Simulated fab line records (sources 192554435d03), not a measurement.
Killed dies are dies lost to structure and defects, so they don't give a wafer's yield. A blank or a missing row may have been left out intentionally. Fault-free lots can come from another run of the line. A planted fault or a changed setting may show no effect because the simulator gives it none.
Split-lot trial -- flow n5-finfet -- route with 1938 steps; 7 lots, 39 wafers read

THE SPLIT ITSELF
At N5_BEOL_M12_DEP_53 (deposits SiCN from 3MS/NH3, target thk 30 nm, time 10.5 s), the setting time-s was moved away from the recipe's 10.5 s on 12 of the 39 wafers read, by -38.1% to +52.3%. For the rest of the wafers, this setting stayed at what the recipe calls for.

The split's own step is where the reading is taken.

THE READING
SiCN_of_BEOL_M12_DEP_53.thk-nm (the simulator's own value, which no gauge read), in nm, at N5_BEOL_M12_DEP_53 (deposits SiCN from 3MS/NH3, target thk 30 nm, time 10.5 s). There is no usual value for it anywhere in the file. Here, 27 wafers ran the recipe; their average is 29.8 nm with a standard deviation of 0.46 nm.

wafer,"tool, chamber at the split","time-s as run, s",against the recipe,"SiCN_of_BEOL_M12_DEP_53.thk-nm, nm",against lot-mates on the recipe
L077.1,"pecvd-03, 1,0",10.5,recipe,29.4,-
L077.2,"pecvd-03, 1,0",10.5,recipe,29.4,-
L077.3,"pecvd-03, 1",10.5,recipe,30.2,-
L077.5,"pecvd-03, 1",10.5,recipe,30.2,-
L077.4,"pecvd-03, 0",10.5,recipe,29.6,-
L077.6,"pecvd-03, 0",10.5,recipe,29.8,-
L079.1,"pecvd-03, 2",10.5,recipe,28.8,-
L079.4,"pecvd-03, 2",10.5,recipe,28.8,-
L079.2,"pecvd-03, 1",10.5,recipe,29.2,-
L079.3,"pecvd-03, 1",15.99,+52.3%,44.8,+15.9
L079.5,"pecvd-03, 2",15.99,+52.3%,44.6,+15.7
L079.6,"pecvd-03, 1",15.99,+52.3%,45,+16.1
L082.1,"pecvd-02, 2",10.5,recipe,29.8,-
L082.2,"pecvd-02, 0",10.5,recipe,29.6,-
L082.3,"pecvd-02, 2",14.32,+36.4%,41,+11.0
L082.4,"pecvd-02, 0",14.32,+36.4%,40.8,+10.8
L082.5,"pecvd-02, 0",10.5,recipe,30.6,-
L082.6,"pecvd-02, 2",14.32,+36.4%,40.4,+10.4
L089.1,"pecvd-04, 2,1",10.5,recipe,30,-
L089.3,"pecvd-04, 2,1",10.5,recipe,30,-
L089.2,"pecvd-04, 0",10.5,recipe,29.6,-
L089.4,"pecvd-04, 1,2",10.5,recipe,30.4,-
L089.6,"pecvd-04, 1,2",10.5,recipe,30.4,-
L089.5,"pecvd-04, 0",10.5,recipe,29.8,-
L093.1,"pecvd-03, 1",12.45,+18.6%,35.4,+5.7
L093.2,"pecvd-03, 2,1",10.5,recipe,29.8,-
L093.5,"pecvd-03, 2,1",10.5,recipe,29.8,-
L093.3,"pecvd-03, 0",10.5,recipe,29.6,-
L093.4,"pecvd-03, 2",12.45,+18.6%,35.8,+6.1
L093.6,"pecvd-03, 0",12.45,+18.6%,35.6,+5.9
L094.4,"pecvd-03, 1,2",10.5,recipe,30.4,-
L094.6,"pecvd-03, 1,2",10.5,recipe,30.4,-
L094.5,"pecvd-03, 0",10.5,recipe,30,-
L097.1,"pecvd-04, 2",10.5,recipe,29.8,-
L097.2,"pecvd-04, 0",6.5,-38.1%,18,-11.5
L097.3,"pecvd-04, 2",6.5,-38.1%,18.6,-10.9
L097.4,"pecvd-04, 0",10.5,recipe,29.6,-
L097.5,"pecvd-04, 2",6.5,-38.1%,18.4,-11.1
L097.6,"pecvd-04, 0",10.5,recipe,29.2,-
When a row names more than one chamber, that row covers several wafers, and the file does not tell which wafer ran in which chamber.

THE FIT
A straight line over all 39 wafers: SiCN_of_BEOL_M12_DEP_53.thk-nm changes by +0.295 nm for each +1% of time-s; r = +1.00; the points scatter about the line by 0.45 nm.
The same after taking each lot's own level away (the mean of its wafers on the recipe; 39 wafers): +0.299 nm for each +1%; r = +1.00; scatter 0.3 nm.
That fit puts the effect of the largest move of time-s on the reading at 16 nm.
Measured against the standard deviation above, the lots' own levels, which go from 28.93 to 30.27 nm, span 2.9 times it.
Hence the lot-to-lot level has little effect on the slope; both slopes agree.
Check: +15.7 nm against its lot-mates is what the line predicts for one of the wafers moved furthest among these (+52.3%) when that wafer is left out of the fit. It came out at +15.9 nm against them.

THE FILE'S OWN FIT
SiCN_of_BEOL_M12_DEP_53.thk-nm changes by +0.3 nm for each +1% of time-s, r = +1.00.
